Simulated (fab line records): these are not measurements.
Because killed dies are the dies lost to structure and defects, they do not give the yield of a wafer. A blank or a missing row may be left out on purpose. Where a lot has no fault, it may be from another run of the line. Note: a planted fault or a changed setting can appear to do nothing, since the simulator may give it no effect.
fab line records	flow n5_finfet
record: lots: 9	wafers: 27	last_day: 19
route steps=1938 shown SD_EPI_N@281 ILD0@338 SDB@347 BEOL_M4@1111 PASSIVATION@1936
lots that met no fault: from a run of the same line without faults
start_h: hours from the record's opening day to when the first of the lot's shown wafers began	wait_h: hours since the lot's step before	" same as the row above	L1.1+2: a single row standing in for several wafers	- no value, or no start given	* or withheld: withheld	< > ~ a bound
route shown NAME@n: a module of which the file shows steps, and the number in the route of the first	usual: mean/standard deviation of fault-free wafers	same: alike in all rows	chamber/n: place in a boat	sites: readings site by site	_std_site: the standard deviation of these	_edge_site: mean of outer sites minus mean of inner sites	radius_mm: how far each site lies from the wafer's centre	mask NAME#n: copy n	behind: tool/chamber where the wafer was last shaped	hold: what put the lot on hold/how long, in hours/how the hold closed	device: transistor that didn't switch, given as n, p or np	end of line: tests run on the same wafers once the route is complete	where a step has no rows: the recipe by itself	killed: count of dies lost to structure and defects at first sort (not the wafer's yield)	map: shows each die of a wafer: x if killed, . if not, _ if none is there
set.NAME: the setting as run; set.NAME@STEP: as run at that earlier step	model.NAME: the simulator's own value behind a step, which no gauge read
steps of the route over a sample of lots; a table a step, a row a wafer
services: when a tool's chamber went out of use (start_h, in hours from the record's first day, below 0 if earlier), for how many hours, and the reason
== steps ==
step: N5_SD_EPI_N_SD_RECESS_17
recipe: chemistry: HBr/Cl2/O2	target_depth_a: 410	mask_material: SOC	time_s: 23.7	bt_time_s: 3	pressure_mtorr: 10	icp_w: 800	bias_w: 112	HBr_flow_sccm: 150	Cl2_flow_sccm: 80	O2_flow_sccm: 12
usual: drypump_motor_current_A: 5.7/0.57	oes_product_au: 1.001/0.012	rf_fwd_power_W: 796.0/2.5	throttle_valve_pct: 37.08/0.3
lot.wafer	tool	chamber	start_h	wait_h	drypump_motor_current_A	oes_product_au	rf_fwd_power_W	rf_hours_counter_h	throttle_valve_pct
L749.1	rie_si-01	2	61.46	0.0	5.7	0.976	796.3	6	36.87
L749.4	"	1	"	"	4.6	0.985	796.5	8	36.66
L749.6	"	2	"	"	5.8	0.980	797.2	-	36.85
L750.1	rie_si-03	1	65.67	0.0	6.4	0.999	793.3	80	37.05
L750.2	"	0	"	"	5.0	1.001	798.8	66	37.48
L750.6	"	3	"	"	5.8	1.006	794.6	-	37.10
L751.3	rie_si-05	1	65.86	0.0	4.9	1.008	795.2	68	37.10
L751.4	"	2	"	"	5.8	1.021	797.0	124	37.35
L751.6	"	3	"	"	5.7	1.004	792.9	-	37.52
L752.4	rie_si-01	1	77.10	0.0	4.7	0.984	796.2	8	36.65
L752.5	"	3	"	"	6.3	1.003	796.7	-	37.13
L752.6	"	0	"	"	6.1	1.014	797.4	-	36.39
L755.2	rie_si-03	2	85.69	0.0	5.6	1.017	802.6	197	36.73
L755.4	"	1	"	"	6.4	0.997	793.2	80	37.04
L755.5	"	2	"	"	5.6	1.017	795.3	-	36.74
L754.1	rie_si-05	0	86.80	0.0	6.4	1.000	796.9	4	36.94
L754.4	"	1	"	"	4.9	1.005	792.9	68	37.10
L754.6	"	2	"	"	5.8	1.012	796.9	-	37.34
L756.1	rie_si-03	2	93.65	0.0	5.7	1.005	797.1	197	36.74
L756.2	"	1	"	"	6.4	0.987	798.2	80	37.05
L756.6	"	1	"	"	6.4	0.991	803.7	-	37.06
L769.1	rie_si-05	3	171.05	0.0	5.7	1.014	795.6	6	37.52
L769.3	"	1	"	"	4.9	1.012	792.4	69	37.11
L769.4	"	2	"	"	5.8	1.017	795.4	126	37.34
L772.1	rie_si-05	0	187.64	0.0	6.4	0.996	797.5	6	36.95
L772.5	"	2	"	"	5.8	1.015	793.2	-	37.36
L772.6	"	1	"	"	4.9	1.007	799.9	-	37.11
step: N5_SD_EPI_N_STRIP_38
recipe: chemistry: N2/H2	power_w: 1000	temp_c: 250	h2_frac: 0.65	overash_fraction: 0.3	pressure_mtorr: withheld	n2_flow_sccm: 1750	h2_flow_sccm: 3250
usual: drypump_motor_current_A: 5.9/0.31	heater_power_w: 324/34	oes_product_au: 0.761/0.011
same: overash_fraction: 0.3
lot.wafer	tool	chamber	start_h	wait_h	drypump_motor_current_A	heater_power_w	oes_product_au	rf_hours_counter_h
L749.1	plasma_asher-02	0	61.56	0.1	5.7	273	0.771	35
L749.4	"	1	"	"	5.6	336	0.775	-
L749.6	"	0	"	"	5.7	271	0.766	-
L750.1	plasma_asher-02	0	65.76	0.1	5.7	276	0.769	35
L750.2	"	1	"	"	5.5	342	0.768	35
L750.6	"	1	"	"	5.5	330	0.757	-
L751.3	plasma_asher-02	0	65.97	0.1	5.7	276	0.752	-
L751.4	"	1	"	"	5.5	347	0.768	-
L751.6	"	1	"	"	5.5	338	0.767	-
L752.4	plasma_asher-02	0	77.21	0.1	5.7	272	0.749	-
L752.5	"	0	"	"	5.7	280	0.748	-
L752.6	"	1	"	"	5.5	340	0.754	-
L755.2	plasma_asher-01	1	85.79	0.1	6.4	369	0.752	86
L755.4	"	1	"	"	6.3	362	0.759	-
L755.5	"	1	"	"	6.3	356	0.757	-
L754.1	plasma_asher-02	1	86.89	0.1	5.5	334	0.775	38
L754.4	"	0	"	"	5.7	274	0.770	-
L754.6	"	0	"	"	5.7	275	0.757	-
L756.1	plasma_asher-01	0	93.74	0.1	6.1	341	0.798	89
L756.2	"	1	"	"	6.3	359	0.749	89
L756.6	"	0	"	"	6.1	340	0.760	-
L769.1	plasma_asher-02	0	171.15	0.1	5.8	278	0.746	57
L769.3	"	1	"	"	5.5	324	0.749	-
L769.4	"	0	"	"	5.7	272	0.758	-
L772.1	plasma_asher-01	0	187.73	0.1	6.1	337	0.756	108
L772.5	"	0	"	"	6.1	335	0.761	-
L772.6	"	1	"	"	6.4	366	0.768	-
step: N5_ILD0_CMP_03
recipe: stop_on: SiNx	t_overpolish_s: 1.9	post_cmp_clean: alkaline_brush	down_force_psi: 4.1491	platen_rpm: 51.796	pad_velocity_m_s: 1.0306	target_thk_nm: 197.38
usual: motor_current_A: 12.5/0.73	overpolish_run_s: 1.900/0.0095	time_to_endpoint_s: 70/4
lot.wafer	tool	chamber	start_h	wait_h	motor_current_A	overpolish_run_s	time_to_endpoint_s
L749.4	cmp-01	0	74.09	0.0	12.6	1.902	68
L749.1	"	2	"	"	12.4	1.894	69
L749.6	"	1	"	"	11.7	1.908	67
L750.2	cmp-04	3	76.17	0.0	13.1	1.898	63
L750.1	"	1	"	"	13.4	1.895	72
L750.6	"	3	"	"	12.2	1.902	65
L751.3	cmp-01	2	76.48	0.0	12.9	1.887	66
L751.4	"	3	"	"	12.3	1.888	74
L751.6	"	2	"	"	12.6	1.893	65
L752.4	cmp-02	3	87.90	0.1	13.5	1.895	69
L752.6	"	2	"	"	14.0	1.887	73
L752.5	"	3	"	"	13.7	1.893	73
L755.2	cmp-01	0	98.16	0.0	12.8	1.900	72
L755.4	"	1	"	"	12.4	1.897	71
L755.5	"	0	"	"	12.8	1.899	72
L754.1	cmp-02	1	98.29	0.1	12.0	1.898	72
L754.4	"	2	"	"	13.7	1.925	76
L754.6	"	3	"	"	13.3	1.890	74
L756.2	cmp-02	0	104.48	0.0	12.3	1.897	72
L756.1	"	2	"	"	13.1	1.887	80
L756.6	"	0	"	"	12.0	1.887	72
L769.1	cmp-02	3	183.63	0.2	13.1	1.907	132
L769.4	"	0	"	"	11.6	1.892	69
L769.3	"	2	"	"	14.1	1.882	141
L772.1	cmp-04	1	200.27	0.1	12.7	1.912	77
L772.6	"	2	"	"	11.1	1.911	74
L772.5	"	3	"	"	12.8	1.898	67
step: N5_SDB_HM_DEP_00
recipe: material: SiNx	target_thk_a: 400	temp_c: 400	precursor: SiH4/NH3/N2	pressure_torr: 1.5	rf_w: 300	time_s: 35.3
usual: heater_power_w: 788/66	rf_fwd_power_W: 298.2/1.1	showerhead_plenum_p_Torr: 5.14/0.066	showerhead_vpp_V: 1042/46	throttle_valve_pct: 39.2/1.9
lot.wafer	tool	chamber	start_h	wait_h	heater_power_w	rf_fwd_power_W	showerhead_plenum_p_Torr	showerhead_vpp_V	throttle_valve_pct
L749.1	pecvd-01	2	77.99	0.0	707	298.7	5.12	1070	38.4
L749.4	"	0	"	"	801	299.8	5.10	1101	38.9
L749.6	"	2	"	"	696	299.2	5.11	1081	38.3
L750.1	pecvd-03	2	80.10	0.0	649	297.3	5.19	1069	39.7
L750.2	"	1	"	"	851	296.8	5.15	1092	40.2
L750.6	"	1	"	"	841	297.1	5.16	1114	40.5
L751.3	pecvd-01	1	80.56	0.0	855	301.1	5.14	986	36.1
L751.4	"	2	"	"	717	299.2	5.11	1065	38.6
L751.6	"	1	"	"	869	299.0	5.13	1005	35.8
L752.4	pecvd-02	1	91.79	0.1	758	298.2	5.25	950	43.4
L752.5	"	0	"	"	741	297.4	5.01	1039	39.8
L752.6	"	2	"	"	768	298.9	5.22	1039	38.5
L755.2	pecvd-02	2	102.14	0.0	834	297.6	5.24	1041	38.4
L755.4	"	2	"	"	867	298.0	5.23	1031	38.8
L755.5	"	0	"	"	721	298.4	4.99	1048	39.7
L754.1	pecvd-01	1	102.51	0.0	920	298.6	5.14	976	35.7
L754.4	"	1	"	"	918	298.9	5.14	984	35.6
L754.6	"	1	"	"	902	297.9	5.14	989	35.9
L756.1	pecvd-03	2	108.40	0.0	706	295.4	5.20	1066	39.7
L756.2	"	0	"	"	838	299.3	5.09	1044	39.8
L756.6	"	2	"	"	730	297.3	5.18	1059	39.7
L769.1	pecvd-02	2	187.68	0.0	840	297.9	5.22	1047	39.1
L769.3	"	0	"	"	754	299.5	4.99	1042	40.0
L769.4	"	0	"	"	752	300.0	5.01	1044	39.7
L772.1	pecvd-01	0	204.05	0.0	824	299.3	5.10	1081	39.5
L772.5	"	1	"	"	894	295.7	5.14	983	35.6
L772.6	"	2	"	"	735	300.1	5.11	1076	39.1
step: N5_BEOL_M4_RC_MEAS_101
usual: DIBL_N: 36.0/1.7	DIBL_P: 36.2/1.9	IOFF_N: 0.154/0.028	IOFF_P: 0.21/0.036	ION_N: 675/11	ION_P: 463/8.3	SS_N: 71.4/0.63	SS_P: 73.2/0.55	VT_N: 250.2/3	VT_P: -251/3.7
lot.wafer	tool	chamber	start_h	wait_h	DIBL_N[mV/V]	DIBL_P[mV/V]	IOFF_N[nA/um]	IOFF_P[nA/um]	ION_N[uA/um]	ION_P[uA/um]	SS_N[mV/dec]	SS_P[mV/dec]	VT_N[mV]	VT_P[mV]
L749.1	prober-02	0	192.80	0.0	37.5	37.4	0.178	0.29	673	469	71.7	73.6	248.0	-242
L749.4	"	0	"	"	34.2	33.4	0.133	0.23	672	475	70.0	73.3	251.1	-245
L749.6	"	0	"	"	36.4	35.8	0.157	0.26	666	468	71.2	73.5	253.0	-243
L750.1	prober-01	0	197.44	0.0	35.0	33.2	0.116	0.17	670	455	71.2	73.0	252.2	-252
L750.2	"	0	"	"	38.3	38.5	0.186	0.26	688	474	72.9	73.9	245.6	-247
L750.6	"	0	"	"	39.0	38.7	0.196	0.26	700	477	72.4	73.9	245.2	-246
L752.4	prober-02	0	244.44	0.5	32.7	32.2	0.103	0.16	668	463	70.7	72.2	255.7	-256
L752.5	"	0	"	"	35.9	34.8	0.140	0.19	672	457	70.7	73.0	251.5	-255
L752.6	"	0	"	"	36.7	36.0	0.152	0.20	678	458	70.6	73.6	250.0	-251
L754.1	prober-01	0	262.57	0.0	38.5	40.8	0.191	0.23	689	469	71.7	73.7	247.8	-248
L754.4	"	0	"	"	34.9	36.2	0.124	0.17	654	455	71.2	73.0	255.7	-254
L754.6	"	0	"	"	37.2	39.1	0.178	0.20	700	465	71.2	74.1	246.3	-252
L755.2	prober-02	0	264.84	0.2	34.7	35.6	0.134	0.18	666	460	71.4	72.7	252.2	-252
L755.4	"	0	"	"	35.7	36.4	0.155	0.20	679	461	71.4	72.8	248.9	-251
L755.5	"	0	"	"	35.7	36.5	0.146	0.19	674	465	71.2	72.5	249.6	-251
L756.1	prober-01	0	269.35	0.0	36.9	37.4	0.154	0.20	673	455	71.7	73.4	252.1	-252
L756.2	"	0	"	"	35.5	35.5	0.126	0.18	660	455	72.1	72.6	252.8	-252
L756.6	"	0	"	"	36.7	36.4	0.142	0.18	670	455	71.4	73.1	250.3	-254
L751.3	prober-01	0	307.21	0.3	34.5	35.1	0.143	0.19	664	458	71.8	73.2	250.0	-254
L751.4	"	0	"	"	36.8	38.3	0.181	0.23	683	470	71.7	74.0	249.0	-251
L751.6	"	0	"	"	37.0	39.3	0.202	0.26	688	469	72.3	73.5	244.7	-247
L769.1	prober-01	0	342.37	0.0	35.8	35.9	0.150	0.18	663	453	71.1	72.5	251.4	-251
L769.3	"	0	"	"	36.0	36.7	0.158	0.20	665	462	71.2	72.8	247.5	-249
L769.4	"	0	"	"	39.1	38.8	0.214	0.23	697	468	71.9	73.2	244.7	-251
L772.1	prober-02	0	347.04	0.0	36.1	36.9	0.145	0.21	660	455	71.4	73.0	253.2	-253
L772.5	"	0	"	"	35.9	34.8	0.148	0.19	662	456	71.4	72.7	252.0	-252
L772.6	"	0	"	"	37.9	39.6	0.192	0.25	697	471	72.3	73.9	247.7	-249
step: N5_PASSIVATION_PROBE_49
usual: defect_limited_yield: 90.9/1.4	killed_at_M0_to_M3: 38/11	killed_at_M4_up: 13/5.9	killed_at_contacts: 14/6.4	killed_at_front_end: 38/11	killed_at_other: 3.3/2.5	killed_dies: 107/16	killed_on_rim: 14/3.6	killed_open: 70/12	killed_short: 35/7.7	sort_bin_5_function: 5.3/0.94	sort_bin_6_memory: 3.5/0.7	sort_n_pass: 1073/16	sort_yield_pct: 90.9/1.4
same: gross_dies: 1180	killed_at_back_side: 0	sort_bin_4_leakage[%]: 0	sort_bin_8_speed[%]: 0
lot.wafer	tool	chamber	start_h	wait_h	defect_limited_yield[%]	killed_at_M0_to_M3	killed_at_M4_up	killed_at_contacts	killed_at_front_end	killed_at_other	killed_dies	killed_on_rim	killed_open	killed_short	sort_bin_5_function[%]	sort_bin_6_memory[%]	sort_n_pass	sort_yield_pct[%]
L750.1	prober-01	-	294.32	0.0	91.9	21	14	3	51	7	96	19	65	31	4.4	3.6	1084	91.9
L750.2	prober-01	-	294.37	0.1	90.4	38	7	6	59	3	113	13	66	47	5.9	3.2	1067	90.4
L750.6	prober-01	-	294.57	0.3	93.3	17	17	8	34	3	79	10	44	34	4.4	2.2	1101	93.3
L752.4	prober-01	-	349.81	0.2	90.1	30	9	29	46	3	117	16	72	42	5.2	4.2	1063	90.1
L752.5	prober-01	-	349.86	0.2	88.5	30	8	27	69	2	136	16	91	44	6.4	4.8	1044	88.5
L752.6	prober-01	-	349.91	0.3	86.9	35	20	27	71	1	154	21	94	58	8.1	4.3	1026	86.9
L756.1	prober-02	-	381.80	0.0	92.3	25	18	11	35	2	91	13	61	30	5.0	2.5	1089	92.3
L756.2	prober-02	-	381.85	0.1	92.0	38	11	7	37	1	94	12	66	28	5.3	2.3	1086	92.0
L756.6	prober-02	-	382.05	0.3	88.9	39	26	6	57	3	131	13	91	40	6.9	4.0	1049	88.9
killed by level:class
L750.1 STI_FIN_REVEAL:geometric_particle:open=17 FIN_SAQP:geometric_particle:short=11 BEOL_M1:geometric_particle:open=6 FIN_SAQP:geometric_particle:open=5 BEOL_M0_SAQP:geometric_particle:short=5 STI_FIN_REVEAL:geometric_particle:short=4 GATE_CUT:geometric_particle:open=4 BEOL_M2:geometric_particle:open=4
L750.2 FIN_SAQP:geometric_particle:short=17 STI_FIN_REVEAL:geometric_particle:open=16 BEOL_M1:geometric_particle:open=9 BEOL_M3:geometric_particle:open=6 FIN_SAQP:geometric_particle:open=6 BEOL_M0_SAQP:geometric_particle:short=5 GATE_CUT:geometric_particle:open=4 MOL_CONTACT_COAG:geometric_particle:open=4
L750.6 FIN_SAQP:geometric_particle:short=9 MOL_CONTACT_COAG:geometric_particle:open=6 BEOL_M4:geometric_particle:open=6 STI_FIN_REVEAL:geometric_particle:open=5 BEOL_M5:geometric_particle:open=5 STARTING-WAFER:geometric_particle:short=5 GATE_CUT:geometric_particle:short=4 BEOL_M2:geometric_particle:open=4
L752.4 MOL_CONTACT_COAG:geometric_particle:open=21 FIN_SAQP:geometric_particle:short=11 FIN_SAQP:geometric_particle:open=9 MOL_CONTACT_COAG:geometric_particle:short=8 GATE_CUT:geometric_particle:short=6 BEOL_M1:geometric_particle:open=5 BEOL_M1:geometric_particle:short=5 STARTING-WAFER:geometric_particle:open=5
L752.5 FIN_SAQP:geometric_particle:open=25 MOL_CONTACT_COAG:geometric_particle:open=21 FIN_SAQP:geometric_particle:short=18 BEOL_M0_SAQP:geometric_particle:short=12 STI_FIN_REVEAL:geometric_particle:open=10 BEOL_M0_SAQP:geometric_particle:open=7 MOL_CONTACT_COAG:geometric_particle:short=6 GATE_CUT:geometric_particle:open=5
L752.6 FIN_SAQP:geometric_particle:short=27 FIN_SAQP:geometric_particle:open=23 MOL_CONTACT_COAG:geometric_particle:open=21 BEOL_M1:geometric_particle:open=10 BEOL_M0_SAQP:geometric_particle:short=10 STI_FIN_REVEAL:geometric_particle:open=9 MOL_CONTACT_COAG:geometric_particle:short=6 GATE_CUT:geometric_particle:short=5
L756.1 STI_FIN_REVEAL:geometric_particle:open=13 MOL_CONTACT_COAG:geometric_particle:open=10 BEOL_M4:geometric_particle:open=9 BEOL_M0_SAQP:geometric_particle:short=8 FIN_SAQP:geometric_particle:open=7 GATE_CUT:geometric_particle:short=6 BEOL_M0_SAQP:geometric_particle:open=4 BEOL_M1:geometric_particle:open=4
L756.2 FIN_SAQP:geometric_particle:open=7 BEOL_M0_SAQP:geometric_particle:short=7 BEOL_M1:geometric_particle:open=7 BEOL_M3:geometric_particle:open=7 STI_FIN_REVEAL:geometric_particle:open=6 MOL_CONTACT_COAG:geometric_particle:open=6 BEOL_M1:geometric_particle:short=6 DUMMY_GATE:geometric_particle:open=5
L756.6 FIN_SAQP:geometric_particle:open=24 BEOL_M4:geometric_particle:open=12 BEOL_M0_SAQP:geometric_particle:short=8 BEOL_M1:geometric_particle:open=8 FIN_SAQP:geometric_particle:short=7 BEOL_M0_SAQP:geometric_particle:open=6 MOL_CONTACT_COAG:geometric_particle:open=5 STARTING-WAFER:geometric_particle:short=5
== services ==
tool	chamber	start_h	hours	kind
cmp-04	-	39.09	8.2	pm
cmp-01	-	48.79	0.8	repair
pecvd-02	1	55.24	2.1	scheduled_down
plasma_asher-01	-	66.42	4.4	repair
pecvd-03	-	69.37	2.7	repair
pecvd-02	2	79.91	3.8	repair
pecvd-01	2	97.05	5.6	repair
pecvd-01	0	99.73	11.7	repair
pecvd-02	-	112.84	2.7	repair
cmp-01	-	117.61	0.3	repair
cmp-02	-	118.45	4.0	pm
cmp-02	-	122.45	-	consumable_replace:conditioner
cmp-02	-	122.45	-	consumable_replace:pad
pecvd-01	0	124.00	5.5	scheduled_down
cmp-01	-	124.10	1.0	repair
cmp-02	-	132.23	5.9	pm
cmp-04	-	134.18	0.7	repair
rie_si-03	3	139.42	31.8	repair
pecvd-01	0	139.76	7.1	repair
cmp-01	-	141.71	3.6	repair
pecvd-02	-	171.92	1.4	repair
pecvd-02	-	175.34	2.1	repair
rie_si-01	0	192.75	12.3	repair
cmp-04	-	200.39	4.0	pm
== key ==
first_sign: step: N5_ILD0_CMP_03	reading: time_to_endpoint_s	direction: up	sigmas: 17	usual: *	struck: *
effect none on later readings
met_at N5_ILD0_CMP_03
struck_lots L769
struck_wafers L769.1,L769.3
not_acting_at N5_SD_EPI_N_SD_RECESS_17,N5_SD_EPI_N_STRIP_38,N5_SDB_HM_DEP_00
onset_between 104.48 183.63
fault: kind: process_parameter_drift	tool: cmp-02	chamber: -	onset_h: 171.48	steps: N5_ILD0_CMP_03	channel: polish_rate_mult	offset: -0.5	shape: step	end_h: 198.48	scope: struck_wafers_only
